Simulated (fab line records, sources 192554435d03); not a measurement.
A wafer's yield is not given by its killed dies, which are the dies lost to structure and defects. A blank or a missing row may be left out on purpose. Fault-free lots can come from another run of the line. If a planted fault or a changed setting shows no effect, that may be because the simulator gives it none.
Which tool is to blame? || flow n5-finfet || 11 lots, 30 wafers sampled, at 5 steps of a route of 1938

== WHAT EACH GAUGE READ, for each wafer ==
N5_BEOL_M15_THK_MEAS_01.
{"lot": "L693", "measured": "day 12 12:51", "on": "film-metro-01", "M15_ILD_THK (nm)": "1608 1618 1627"}
{"lot": "L697", "measured": "day 12 16:22", "on": "film-metro-01", "M15_ILD_THK (nm)": "1600 1593 1628"}
{"lot": "L700", "measured": "day 13 22:31", "on": "film-metro-01", "M15_ILD_THK (nm)": "1605 1604 1648"}
{"lot": "L702", "measured": "day 14 03:38", "on": "film-metro-01", "M15_ILD_THK (nm)": "1624 1609 1660"}
{"lot": "L703", "measured": "day 14 13:47", "on": "film-metro-02", "M15_ILD_THK (nm)": "1636 1627"}
{"lot": "L705", "measured": "day 15 07:23", "on": "film-metro-02", "M15_ILD_THK (nm)": "1591 1643 1654"}
{"lot": "L707", "measured": "day 15 15:22", "on": "film-metro-01", "M15_ILD_THK (nm)": "1625 1633 1636"}
{"lot": "L708", "measured": "day 16 01:02", "on": "film-metro-02", "M15_ILD_THK (nm)": "1618 1614"}
{"lot": "L711", "measured": "day 16 08:36", "on": "film-metro-02", "M15_ILD_THK (nm)": "1628 1646"}
{"lot": "L710", "measured": "day 16 21:10", "on": "film-metro-01", "M15_ILD_THK (nm)": "1635 1652 1637"}
{"lot": "L715", "measured": "day 17 23:31", "on": "film-metro-02", "M15_ILD_THK (nm)": "1616 1629 1604"}

== TOOL THAT RAN EACH LOT (tool first, then ch and the chambers of the sampled wafers, then the start) ==
{"lot": "L693", "N5_BEOL_M14_ETCH_68": "rie-diel-01 ch 1,2,3, day 12 03:36", "N5_BEOL_M14_SPUTTER_44": "pvd-sputter-01, day 12 10:31", "N5_BEOL_M14_SPUTTER_45": "pvd-sputter-01, day 12 10:35", "N5_BEOL_M14_CMP_49": "cmp-02 ch 0,1,2, day 12 12:01"}
{"lot": "L697", "N5_BEOL_M14_ETCH_68": "rie-diel-01 ch 1,2,3, day 12 12:11", "N5_BEOL_M14_SPUTTER_44": "pvd-sputter-01, day 12 14:57", "N5_BEOL_M14_SPUTTER_45": "pvd-sputter-01, day 12 15:02", "N5_BEOL_M14_CMP_49": "cmp-03 ch 0,1,3, day 12 15:38"}
{"lot": "L700", "N5_BEOL_M14_ETCH_68": "rie-diel-06 ch 0,1,2, day 13 20:02", "N5_BEOL_M14_SPUTTER_44": "pvd-sputter-02, day 13 20:56", "N5_BEOL_M14_SPUTTER_45": "pvd-sputter-02, day 13 21:01", "N5_BEOL_M14_CMP_49": "cmp-03 ch 0,1, day 13 21:49"}
{"lot": "L702", "N5_BEOL_M14_ETCH_68": "rie-diel-01 ch 0,1,2, day 13 23:30", "N5_BEOL_M14_SPUTTER_44": "pvd-sputter-02, day 14 02:13", "N5_BEOL_M14_SPUTTER_45": "pvd-sputter-02, day 14 02:18", "N5_BEOL_M14_CMP_49": "cmp-02 ch 1,2,3, day 14 02:56"}
{"lot": "L703", "N5_BEOL_M14_ETCH_68": "rie-diel-06 ch 0,2, day 14 08:36", "N5_BEOL_M14_SPUTTER_44": "pvd-sputter-02, day 14 12:17", "N5_BEOL_M14_SPUTTER_45": "pvd-sputter-02, day 14 12:22", "N5_BEOL_M14_CMP_49": "cmp-01 ch 0,1, day 14 13:11"}
{"lot": "L705", "N5_BEOL_M14_ETCH_68": "rie-diel-03 ch 1,2, day 15 04:43", "N5_BEOL_M14_SPUTTER_44": "pvd-sputter-02, day 15 05:50", "N5_BEOL_M14_SPUTTER_45": "pvd-sputter-02, day 15 05:55", "N5_BEOL_M14_CMP_49": "cmp-02 ch 1,3, day 15 06:32"}
{"lot": "L707", "N5_BEOL_M14_ETCH_68": "rie-diel-03 ch 0,1,2, day 15 11:36", "N5_BEOL_M14_SPUTTER_44": "pvd-sputter-01, day 15 13:57", "N5_BEOL_M14_SPUTTER_45": "pvd-sputter-01, day 15 14:02", "N5_BEOL_M14_CMP_49": "cmp-01 ch 1,2,3, day 15 14:43"}
{"lot": "L708", "N5_BEOL_M14_ETCH_68": "rie-diel-06 ch 1,2, day 15 22:07", "N5_BEOL_M14_SPUTTER_44": "pvd-sputter-02, day 15 23:37", "N5_BEOL_M14_SPUTTER_45": "pvd-sputter-02, day 15 23:42", "N5_BEOL_M14_CMP_49": "cmp-03 ch 2,3, day 16 00:21"}
{"lot": "L711", "N5_BEOL_M14_ETCH_68": "rie-diel-06 ch 0,1, day 16 04:43", "N5_BEOL_M14_SPUTTER_44": "pvd-sputter-02, day 16 07:03", "N5_BEOL_M14_SPUTTER_45": "pvd-sputter-02, day 16 07:08", "N5_BEOL_M14_CMP_49": "cmp-02 ch 0,3, day 16 07:54"}
{"lot": "L710", "N5_BEOL_M14_ETCH_68": "rie-diel-06 ch 0,2,3, day 16 18:01", "N5_BEOL_M14_SPUTTER_44": "pvd-sputter-02, day 16 19:43", "N5_BEOL_M14_SPUTTER_45": "pvd-sputter-02, day 16 19:48", "N5_BEOL_M14_CMP_49": "cmp-03 ch 1,2, day 16 20:24"}
{"lot": "L715", "N5_BEOL_M14_ETCH_68": "rie-diel-06 ch 0,2,3, day 17 18:11", "N5_BEOL_M14_SPUTTER_44": "pvd-sputter-01, day 17 21:52", "N5_BEOL_M14_SPUTTER_45": "pvd-sputter-01, day 17 21:57", "N5_BEOL_M14_CMP_49": "cmp-01 ch 0,2,3, day 17 22:34"}
- N5_BEOL_M14_ETCH_68: etches SOC in N2/H2, time 450 s.
- N5_BEOL_M14_SPUTTER_44: material Ta, target thk 15 nm, time 24.19 s.
- N5_BEOL_M14_SPUTTER_45: material Cu, target thk 100 nm, time 16.67 s.
- N5_BEOL_M14_CMP_49: polishes, stops on SiO2, t overpolish 5.2 s, target thk 560 nm.

== THE ANSWER, worked out from the rows above alone ==
Rule: what is usual is taken from the lots themselves. The widest of any qualifying gaps counts: lots, ordered by their means at a reading, are off when they make up no more than a third of the lots, leave a main group of 4 or more, and stand apart from it by 3 or more times the standard deviation of that group's means. A main group whose means are all the same, to the digits that the tables above print for the reading, isn't used. Also off: a lot with no number at a reading for which 4 or more lots have one. Where the step has rows for the other lots, those lots are counted as sound.
No lot is off on any of the readings shown, so nothing can be concluded from this.

== WHAT THE SIMULATOR PUT IN ==
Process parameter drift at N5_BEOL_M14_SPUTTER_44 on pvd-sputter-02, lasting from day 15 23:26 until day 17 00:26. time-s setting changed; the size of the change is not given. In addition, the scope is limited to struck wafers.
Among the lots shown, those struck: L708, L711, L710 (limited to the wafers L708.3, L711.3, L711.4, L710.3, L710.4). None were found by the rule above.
